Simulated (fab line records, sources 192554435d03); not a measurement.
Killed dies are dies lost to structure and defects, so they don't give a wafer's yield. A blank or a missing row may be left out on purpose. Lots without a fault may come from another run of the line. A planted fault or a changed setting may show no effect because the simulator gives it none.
Which tool did it? | flow n5_finfet | 16 lots, 48 wafers sampled, at 6 steps of a route of 1938

WHAT THE GAUGES READ, wafer by wafer
The record holds no reading of a measuring or inspecting step that can be judged against a usual standard deviation.

WHICH TOOL RAN EACH LOT (tool, then ch and the chambers of the sampled wafers, then the start)
lot  | N5_MOL_CONTACT_COAG_STRIP_72       | N5_MOL_CONTACT_COAG_STRIP_49         | N5_BEOL_M0_SAQP_DESCUM_19          | N5_BEOL_M0_SAQP_ETCH_83            | N5_BEOL_M0_SAQP_ETCH_101           | N5_BEOL_M0_SAQP_ETCH_88
L074 | rie_diel-01 ch 1,2, day 5 05:23    | plasma_asher-02 ch 0,1, day 5 05:30  | rie_diel-06 ch 1,3, day 5 11:33    | rie_diel-06 ch 1,3, day 5 11:35    | rie_diel-05 ch 0,1,2, day 5 13:53  | rie_diel-06 ch 1,3, day 5 16:43
L076 | rie_diel-01 ch 0,3, day 5 19:58    | plasma_asher-01 ch 0,1, day 5 20:04  | rie_diel-06 ch 0,1,2, day 6 02:58  | rie_diel-06 ch 0,1,2, day 6 03:01  | rie_diel-05 ch 1,2, day 6 04:38    | rie_diel-06 ch 1,2,3, day 6 06:51
L077 | rie_diel-02 ch 0,1,3, day 6 04:38  | plasma_asher-02 ch 0,1, day 6 04:44  | rie_diel-05 ch 1,2,3, day 6 12:02  | rie_diel-05 ch 1,2,3, day 6 12:04  | rie_diel-05 ch 0,3, day 6 13:44    | rie_diel-03 ch 0,1, day 6 16:11
L081 | rie_diel-01 ch 1,2,3, day 7 02:13  | plasma_asher-02 ch 0,1, day 7 02:18  | rie_diel-05 ch 0,2,3, day 7 09:17  | rie_diel-05 ch 0,2,3, day 7 09:20  | rie_diel-05 ch 2,3, day 7 10:56    | rie_diel-06 ch 0,3, day 7 13:14
L083 | rie_diel-01 ch 0,1,3, day 7 11:07  | plasma_asher-02 ch 0,1, day 7 11:13  | rie_diel-05 ch 1,2,3, day 7 18:02  | rie_diel-05 ch 1,2,3, day 7 18:04  | rie_diel-05 ch 1,2,3, day 7 19:49  | rie_diel-03 ch 1,2, day 7 22:13
L084 | rie_diel-02 ch 1,2,3, day 7 21:26  | plasma_asher-01 ch 0,1, day 7 21:31  | rie_diel-03 ch 0,1,3, day 8 03:10  | rie_diel-03 ch 0,1,3, day 8 03:13  | rie_diel-03 ch 0,3, day 8 04:56    | rie_diel-03 ch 1,3, day 8 07:31
L086 | rie_diel-01 ch 0,2,3, day 8 07:20  | plasma_asher-01 ch 0,1, day 8 07:25  | rie_diel-03 ch 0,1,3, day 8 13:14  | rie_diel-03 ch 0,1,3, day 8 13:17  | rie_diel-06 ch 0,1,2, day 8 17:48  | rie_diel-03 ch 0,1,2, day 8 20:21
L087 | rie_diel-02 ch 0,1,2, day 8 14:41  | plasma_asher-02 ch 1, day 8 14:46    | rie_diel-06 ch 0,1,3, day 8 21:34  | rie_diel-06 ch 0,1,3, day 8 21:36  | rie_diel-03 ch 0,1,2, day 9 00:08  | rie_diel-03 ch 0,1,2, day 9 02:31
L088 | rie_diel-02 ch 0,2, day 8 18:08    | plasma_asher-02 ch 0, day 8 18:13    | rie_diel-05 ch 0,1, day 9 01:13    | rie_diel-05 ch 0,1, day 9 01:14    | rie_diel-03 ch 0,2, day 9 02:49    | rie_diel-05 ch 0,1,3, day 9 05:19
L089 | rie_diel-01 ch 0,1, day 8 23:33    | plasma_asher-01 ch 0,1, day 8 23:39  | rie_diel-05 ch 1,3, day 9 06:05    | rie_diel-05 ch 1,3, day 9 06:07    | rie_diel-05 ch 0,1, day 9 07:46    | rie_diel-05 ch 0,1, day 9 10:15
L090 | rie_diel-02 ch 0,2,3, day 9 03:46  | plasma_asher-01 ch 1, day 9 03:51    | rie_diel-05 ch 1,2, day 9 09:55    | rie_diel-05 ch 1,2, day 9 09:57    | rie_diel-03 ch 2,3, day 9 12:12    | rie_diel-05 ch 1,2, day 9 14:25
L093 | rie_diel-01 ch 1,2,3, day 9 23:13  | plasma_asher-01 ch 0, day 9 23:18    | rie_diel-06 ch 1,2,3, day 10 05:54 | rie_diel-06 ch 1,2,3, day 10 05:56 | rie_diel-03 ch 0,2,3, day 10 07:50 | rie_diel-05 ch 1,2, day 10 11:10
L094 | rie_diel-02 ch 0,1,3, day 10 07:38 | plasma_asher-01 ch 0,1, day 10 07:44 | rie_diel-06 ch 0,2,3, day 10 13:28 | rie_diel-06 ch 0,2,3, day 10 13:29 | rie_diel-05 ch 0,2,3, day 10 15:04 | rie_diel-06 ch 0,1,2, day 10 17:54
L092 | rie_diel-01 ch 0,1,3, day 10 07:44 | plasma_asher-01 ch 0,1, day 10 07:49 | rie_diel-05 ch 1,2,3, day 10 16:53 | rie_diel-05 ch 1,2,3, day 10 16:55 | rie_diel-03 ch 2,3, day 10 19:04   | rie_diel-06 ch 0,1,3, day 10 21:23
L095 | rie_diel-02 ch 1,2,3, day 10 11:17 | plasma_asher-01 ch 0,1, day 10 11:22 | rie_diel-05 ch 0,1,2, day 10 19:18 | rie_diel-05 ch 0,1,2, day 10 19:20 | rie_diel-06 ch 0,2,3, day 10 20:59 | rie_diel-06 ch 1,3, day 10 23:21
L097 | rie_diel-04 ch 0,1,3, day 11 00:32 | plasma_asher-01 ch 1, day 11 00:37   | rie_diel-06 ch 0,1, day 11 06:47   | rie_diel-06 ch 0,1, day 11 06:50   | rie_diel-03 ch 0,2,3, day 11 08:24 | rie_diel-05 ch 1,2,3, day 11 10:59
- N5_MOL_CONTACT_COAG_STRIP_72: strips in N2/H2.
- N5_MOL_CONTACT_COAG_STRIP_49: strips in N2/H2, time 30 s.
- N5_BEOL_M0_SAQP_DESCUM_19: chemistry O2, time 7.9 s.
- N5_BEOL_M0_SAQP_ETCH_83: etches SiARC in CF4, target depth 39 nm, time 65 s.
- N5_BEOL_M0_SAQP_ETCH_101: etches SiNx in CH3F/O2, target depth 29.9 nm, time 42.7 s.
- N5_BEOL_M0_SAQP_ETCH_88: etches underlayer in N2/H2, target depth 6.5 nm, time 5.2 s.

WHAT THE TOOLS THEMSELVES READ (means of the sampled wafers that have a number; where no wafer has one, the mark that the record gives instead)
N5_MOL_CONTACT_COAG_STRIP_72. Usual: chamber_pressure_mTorr 20.00 mTorr, standard deviation 0.045; drypump_motor_current_A 5.8 A, standard deviation 0.41; h2_flow_sccm 200.0 sccm, standard deviation 0.58; oes_product_au 0.79 a.u., standard deviation 0.068; rf_vpp_V 58.9 V, standard deviation 2.1; showerhead_plenum_p_Torr 2.51 Torr, standard deviation 0.086; temp_c 40.00 C, standard deviation 0.13; throttle_valve_pct 23.6 %, standard deviation 0.33.
lot  | tool        | chamber_pressure_mTorr (mTorr) | drypump_motor_current_A (A) | h2_flow_sccm (sccm) | oes_product_au (a.u.) | rf_vpp_V (V) | showerhead_plenum_p_Torr (Torr) | temp_c (C) | throttle_valve_pct (%) | flag
L074 | rie_diel-01 | 20.01                          | 5.2                         | 199.8               | 0.73                  | 61.5         | 2.45                            | 40.12      | 23.7                   |
L076 | rie_diel-01 | 19.95                          | 6.2                         | 199.8               | 0.85                  | 58.7         | 2.47                            | 40.01      | 23.4                   |
L077 | rie_diel-02 | 20.00                          | 5.7                         | 199.9               | 0.76                  | 60.6         | 2.54                            | 40.09      | 23.5                   |
L081 | rie_diel-01 | 19.98                          | 5.6                         | 200.3               | 0.75                  | 59.8         | 2.47                            | 39.98      | 23.7                   |
L083 | rie_diel-01 | 20.03                          | 5.8                         | 200.1               | 0.77                  | 58.7         | 2.43                            | 39.91      | 23.5                   |
L084 | rie_diel-02 | 20.00                          | 5.9                         | 199.8               | 0.80                  | 58.6         | 2.52                            | 39.89      | 23.7                   |
L086 | rie_diel-01 | 19.99                          | 6.0                         | 199.9               | 0.81                  | 62.0         | 2.49                            | 40.12      | 23.6                   |
L087 | rie_diel-02 | 20.01                          | 5.7                         | 199.9               | 0.77                  | 60.2         | 2.48                            | 39.87      | 23.8                   |
L088 | rie_diel-02 | 20.00                          | 5.4                         | 199.2               | 0.75                  | 62.0         | 2.51                            | 40.04      | 24.0                   |
L089 | rie_diel-01 | 19.98                          | 5.4                         | 200.0               | 0.91                  | 61.6         | 2.62                            | 40.05      | 23.4                   |
L090 | rie_diel-02 | 20.00                          | 5.6                         | 200.3               | 0.77                  | 60.4         | 2.56                            | 40.06      | 23.8                   |
L093 | rie_diel-01 | 20.00                          | 5.6                         | 200.0               | 0.83                  | 58.6         | 2.56                            | 39.97      | 23.6                   |
L094 | rie_diel-02 | 19.99                          | 5.8                         | 200.1               | 0.73                  | 57.8         | 2.52                            | 40.10      | 23.5                   |
L092 | rie_diel-01 | 20.00                          | 5.9                         | 200.2               | 0.82                  | 58.8         | 2.53                            | 40.04      | 23.4                   |
L095 | rie_diel-02 | 19.99                          | 5.9                         | 199.6               | 0.78                  | 56.4         | 2.51                            | 39.99      | 23.7                   |
L097 | rie_diel-04 | 19.97                          | 5.6                         | 199.9               | 0.80                  | 59.1         | 2.49                            | 39.93      | 23.7                   |

N5_MOL_CONTACT_COAG_STRIP_49. Usual: drypump_motor_current_A 5.4 A, standard deviation 0.56; h2_flow_sccm 3249 sccm, standard deviation 9.8; heater_power_w 350 W, standard deviation 30; temp_c 249.99 C, standard deviation 0.17.
lot  | tool            | drypump_motor_current_A (A) | h2_flow_sccm (sccm) | heater_power_w (W) | temp_c (C) | flag
L074 | plasma_asher-02 | 5.6                         | 3240                | 373                | 250.00     |
L076 | plasma_asher-01 | 5.1                         | 3260                | 328                | 249.89     |
L077 | plasma_asher-02 | 5.4                         | 3249                | 388                | 249.91     |
L081 | plasma_asher-02 | 5.6                         | 3252                | 372                | 250.06     |
L083 | plasma_asher-02 | 5.6                         | 3249                | 377                | 250.08     |
L084 | plasma_asher-01 | 5.1                         | 3254                | 333                | 249.82     |
L086 | plasma_asher-01 | 5.1                         | 3243                | 327                | 249.78     |
L087 | plasma_asher-02 | 5.9                         | 3246                | 356                | 250.13     |
L088 | plasma_asher-02 | 5.1                         | 3253                | 401                | 249.78     |
L089 | plasma_asher-01 | 5.6                         | 3242                | 322                | 249.88     |
L090 | plasma_asher-01 | 4.7                         | 3256                | 333                | 250.01     |
L093 | plasma_asher-01 | 6.0                         | 3238                | 320                | 250.13     |
L094 | plasma_asher-01 | 5.6                         | 3253                | 323                | 250.01     |
L092 | plasma_asher-01 | 5.6                         | 3239                | 323                | 250.10     |
L095 | plasma_asher-01 | 5.1                         | 3250                | 327                | 249.86     |
L097 | plasma_asher-01 | 4.7                         | 3263                | 337                | 249.97     |

N5_BEOL_M0_SAQP_DESCUM_19. Usual: chamber_pressure_mTorr 20.000 mTorr, standard deviation 0.017; drypump_motor_current_A 5.81 A, standard deviation 0.23; oes_product_au 0.79 a.u., standard deviation 0.087; rf_vpp_V 243.3 V, standard deviation 1.3; showerhead_plenum_p_Torr 2.10 Torr, standard deviation 0.076; temp_c 39.99 C, standard deviation 0.11; throttle_valve_pct 20.4 %, standard deviation 0.3.
lot  | tool        | chamber_pressure_mTorr (mTorr) | drypump_motor_current_A (A) | oes_product_au (a.u.) | rf_vpp_V (V) | showerhead_plenum_p_Torr (Torr) | temp_c (C) | throttle_valve_pct (%) | flag
L074 | rie_diel-06 | 20.004                         | 5.70                        | 0.87                  | 243.2        | 2.09                            | 40.07      | 20.1                   |
L076 | rie_diel-06 | 20.001                         | 5.77                        | 0.76                  | 243.7        | 2.12                            | 40.00      | 20.5                   |
L077 | rie_diel-05 | 19.975                         | 5.87                        | 0.79                  | 243.7        | 2.09                            | 40.11      | 20.5                   |
L081 | rie_diel-05 | 20.007                         | 5.76                        | 0.77                  | 243.0        | 2.08                            | 39.99      | 20.4                   |
L083 | rie_diel-05 | 19.999                         | 5.87                        | 0.77                  | 243.3        | 2.09                            | 39.99      | 20.6                   |
L084 | rie_diel-03 | 20.006                         | 5.80                        | 0.81                  | 243.8        | 2.12                            | 39.99      | 20.3                   |
L086 | rie_diel-03 | 20.014                         | 5.79                        | 0.81                  | 243.2        | 2.12                            | 39.98      | 20.3                   |
L087 | rie_diel-06 | 20.004                         | 5.78                        | 0.77                  | 243.4        | 2.09                            | 40.01      | 20.3                   |
L088 | rie_diel-05 | 20.001                         | 5.81                        | 0.79                  | 243.8        | 2.16                            | 40.01      | 20.5                   |
L089 | rie_diel-05 | 20.003                         | 5.72                        | 0.82                  | 244.7        | 2.14                            | 40.01      | 20.5                   |
L090 | rie_diel-05 | 19.999                         | 5.97                        | 0.70                  | 243.1        | 2.10                            | 39.80      | 20.8                   |
L093 | rie_diel-06 | 20.003                         | 5.70                        | 0.77                  | 243.3        | 2.10                            | 39.97      | 20.4                   |
L094 | rie_diel-06 | 20.008                         | 5.93                        | 0.77                  | 242.4        | 2.05                            | 39.92      | 20.3                   |
L092 | rie_diel-05 | 19.991                         | 5.86                        | 0.75                  | 243.3        | 2.08                            | 39.93      | 20.6                   |
L095 | rie_diel-05 | 19.997                         | 5.85                        | 0.77                  | 243.4        | 2.09                            | 39.94      | 20.4                   |
L097 | rie_diel-06 | 19.999                         | 5.88                        | 0.71                  | 243.3        | 2.09                            | 39.74      | 20.5                   |

N5_BEOL_M0_SAQP_ETCH_83. Usual: chamber_pressure_mTorr 40.00 mTorr, standard deviation 0.039; drypump_motor_current_A 5.81 A, standard deviation 0.24; etch_rf_on_time_s 64.7 s, standard deviation 1.4; oes_product_au 0.67 a.u., standard deviation 0.076; rf_vpp_V 184.3 V, standard deviation 1.2; showerhead_plenum_p_Torr 2.15 Torr, standard deviation 0.068; throttle_valve_pct 15.61 %, standard deviation 0.29.
lot  | tool        | chamber_pressure_mTorr (mTorr) | drypump_motor_current_A (A) | etch_rf_on_time_s (s) | oes_product_au (a.u.) | rf_vpp_V (V) | showerhead_plenum_p_Torr (Torr) | throttle_valve_pct (%) | flag
L074 | rie_diel-06 | 40.00                          | 5.72                        | 63.8                  | 0.74                  | 183.9        | 2.13                            | 15.28                  |
L076 | rie_diel-06 | 40.02                          | 5.80                        | 63.4                  | 0.66                  | 184.8        | 2.17                            | 15.71                  |
L077 | rie_diel-05 | 40.02                          | 5.85                        | 64.3                  | 0.68                  | 184.1        | 2.15                            | 15.75                  |
L081 | rie_diel-05 | 40.05                          | 5.78                        | 64.6                  | 0.66                  | 184.4        | 2.15                            | 15.66                  |
L083 | rie_diel-05 | 40.01                          | 5.87                        | 64.3                  | 0.66                  | 183.3        | 2.15                            | 15.79                  |
L084 | rie_diel-03 | 39.99                          | 5.79                        | 65.2                  | 0.69                  | 183.6        | 2.16                            | 15.46                  |
L086 | rie_diel-03 | 40.03                          | 5.78                        | 65.4                  | 0.69                  | 183.6        | 2.16                            | 15.48                  |
L087 | rie_diel-06 | 40.03                          | 5.79                        | 65.4                  | 0.66                  | 183.5        | 2.14                            | 15.55                  |
L088 | rie_diel-05 | 40.01                          | 5.81                        | 66.1                  | 0.66                  | 184.4        | 2.21                            | 15.68                  |
L089 | rie_diel-05 | 39.98                          | 5.73                        | 64.3                  | 0.70                  | 184.2        | 2.19                            | 15.66                  |
L090 | rie_diel-05 | 40.02                          | 5.94                        | 64.8                  | 0.59                  | 184.3        | 2.15                            | 15.98                  |
L093 | rie_diel-06 | 40.01                          | 5.70                        | 63.8                  | 0.67                  | 183.7        | 2.14                            | 15.55                  |
L094 | rie_diel-06 | 39.99                          | 5.92                        | 65.1                  | 0.65                  | 183.4        | 2.11                            | 15.60                  |
L092 | rie_diel-05 | 39.99                          | 5.87                        | 65.3                  | 0.64                  | 184.1        | 2.14                            | 15.83                  |
L095 | rie_diel-05 | 39.99                          | 5.85                        | 65.4                  | 0.65                  | 185.0        | 2.15                            | 15.71                  |
L097 | rie_diel-06 | 39.98                          | 5.86                        | 64.3                  | 0.62                  | 184.6        | 2.15                            | 15.79                  |

N5_BEOL_M0_SAQP_ETCH_101. Usual: chamber_pressure_mTorr 30.000 mTorr, standard deviation 0.026; drypump_motor_current_A 5.80 A, standard deviation 0.26; oes_product_au 0.79 a.u., standard deviation 0.091; rf_vpp_V 298 V, standard deviation 4.4; showerhead_plenum_p_Torr 2.03 Torr, standard deviation 0.069; throttle_valve_pct 16.32 %, standard deviation 0.26.
lot  | tool        | chamber_pressure_mTorr (mTorr) | drypump_motor_current_A (A) | oes_product_au (a.u.) | rf_vpp_V (V) | showerhead_plenum_p_Torr (Torr) | throttle_valve_pct (%) | flag
L074 | rie_diel-05 | 29.981                         | 5.85                        | 0.70                  | 297          | 2.01                            | 16.52                  |
L076 | rie_diel-05 | 30.004                         | 5.95                        | 0.72                  | 297          | 2.02                            | 16.67                  |
L077 | rie_diel-05 | 30.024                         | 5.62                        | 0.85                  | 300          | 2.04                            | 16.21                  |
L081 | rie_diel-05 | 30.006                         | 5.77                        | 0.85                  | 296          | 2.00                            | 16.34                  |
L083 | rie_diel-05 | 30.021                         | 5.86                        | 0.77                  | 295          | 2.00                            | 16.52                  |
L084 | rie_diel-03 | 30.002                         | 5.50                        | 0.83                  | 300          | 1.97                            | 16.34                  |
L086 | rie_diel-06 | 30.013                         | 5.77                        | 0.74                  | 298          | 2.02                            | 16.49                  |
L087 | rie_diel-03 | 29.982                         | 5.88                        | 0.83                  | 300          | 2.08                            | 16.09                  |
L088 | rie_diel-03 | 30.012                         | 5.64                        | 0.88                  | 300          | 2.07                            | 16.11                  |
L089 | rie_diel-05 | 30.032                         | 5.80                        | 0.77                  | 301          | 2.06                            | 16.43                  |
L090 | rie_diel-03 | 30.034                         | 5.56                        | 0.82                  | 300          | 2.00                            | 16.33                  |
L093 | rie_diel-03 | 29.997                         | 5.59                        | 0.85                  | 300          | 2.03                            | 16.23                  |
L094 | rie_diel-05 | 29.995                         | 5.76                        | 0.82                  | 299          | 1.99                            | 16.27                  |
L092 | rie_diel-03 | 30.005                         | 5.62                        | 0.84                  | 299          | 2.06                            | 16.21                  |
L095 | rie_diel-06 | 30.004                         | 5.92                        | 0.76                  | 296          | 1.97                            | 16.37                  |
L097 | rie_diel-03 | 30.010                         | 5.59                        | 0.83                  | 301          | 2.03                            | 16.25                  |

N5_BEOL_M0_SAQP_ETCH_88. Usual: chamber_pressure_mTorr 30.01 mTorr, standard deviation 0.038; drypump_motor_current_A 5.83 A, standard deviation 0.26; etch_rf_on_time_s 5.18 s, standard deviation 0.15; h2_flow_sccm 199.9 sccm, standard deviation 0.66; oes_product_au 0.68 a.u., standard deviation 0.076; rf_vpp_V 524.3 V, standard deviation 2.3; showerhead_plenum_p_Torr 2.57 Torr, standard deviation 0.079; throttle_valve_pct 17.8 %, standard deviation 0.33.
lot  | tool        | chamber_pressure_mTorr (mTorr) | drypump_motor_current_A (A) | etch_rf_on_time_s (s) | h2_flow_sccm (sccm) | oes_product_au (a.u.) | rf_vpp_V (V) | showerhead_plenum_p_Torr (Torr) | throttle_valve_pct (%) | flag
L074 | rie_diel-06 | 30.02                          | 5.55                        | 5.19                  | 199.8               | 0.69                  | 525.1        | 2.60                            | 17.8                   |
L076 | rie_diel-06 | 30.00                          | 5.72                        | 5.09                  | 200.2               | 0.69                  | 524.0        | 2.56                            | 17.8                   |
L077 | rie_diel-03 | 30.01                          | 6.13                        | 5.38                  | 199.4               | 0.67                  | 525.1        | 2.64                            | 17.6                   |
L081 | rie_diel-06 | 30.03                          | 5.96                        | 5.11                  | 200.5               | 0.70                  | 522.3        | 2.48                            | 17.5                   |
L083 | rie_diel-03 | 29.98                          | 6.14                        | 5.35                  | 200.1               | 0.65                  | 526.5        | 2.67                            | 17.5                   |
L084 | rie_diel-03 | 29.98                          | 6.05                        | 5.44                  | 200.4               | 0.63                  | 525.1        | 2.59                            | 17.7                   |
L086 | rie_diel-03 | 30.00                          | 5.89                        | 5.29                  | 199.9               | 0.70                  | 525.2        | 2.65                            | 17.6                   |
L087 | rie_diel-03 | 30.02                          | 5.87                        | 5.19                  | 200.1               | 0.71                  | 525.8        | 2.65                            | 17.7                   |
L088 | rie_diel-05 | 30.00                          | 5.72                        | 5.20                  | 200.6               | 0.72                  | 525.1        | 2.60                            | 17.8                   |
L089 | rie_diel-05 | 30.02                          | 5.83                        | 5.32                  | 199.6               | 0.65                  | 526.1        | 2.61                            | 17.9                   |
L090 | rie_diel-05 | 29.99                          | 5.96                        | 5.24                  | 199.5               | 0.59                  | 523.5        | 2.56                            | 18.2                   |
L093 | rie_diel-05 | 30.01                          | 6.02                        | 5.23                  | 199.4               | 0.59                  | 521.3        | 2.49                            | 18.2                   |
L094 | rie_diel-06 | 29.99                          | 5.81                        | 5.17                  | 199.6               | 0.62                  | 523.6        | 2.56                            | 18.0                   |
L092 | rie_diel-06 | 30.01                          | 5.77                        | 5.16                  | 199.9               | 0.65                  | 523.4        | 2.53                            | 17.8                   |
L095 | rie_diel-06 | 30.01                          | 5.72                        | 5.14                  | 200.3               | 0.69                  | 522.9        | 2.52                            | 17.6                   |
L097 | rie_diel-05 | 30.01                          | 5.89                        | 5.24                  | 200.6               | 0.63                  | 524.4        | 2.54                            | 18.1                   |

THE ANSWER, worked out from the rows above alone
Rule: a lot is off if the mean of its wafers that have a number lies more than 3 standard deviations from the usual mean. A lot without any number at a reading at which 4 lots or more have one is off too. The other lots that the step has rows for count as sound. The gauges are gone through in route order, then the tools' own readings, and for those a lot's mean is taken as printed above. The first step at which some lot is off is used, and at that step the reading that is off furthest; a lot without a number counts as furthest.
No lot is off at any reading shown: from this, nothing can be told.

WHAT THE SIMULATOR HAD PUT IN
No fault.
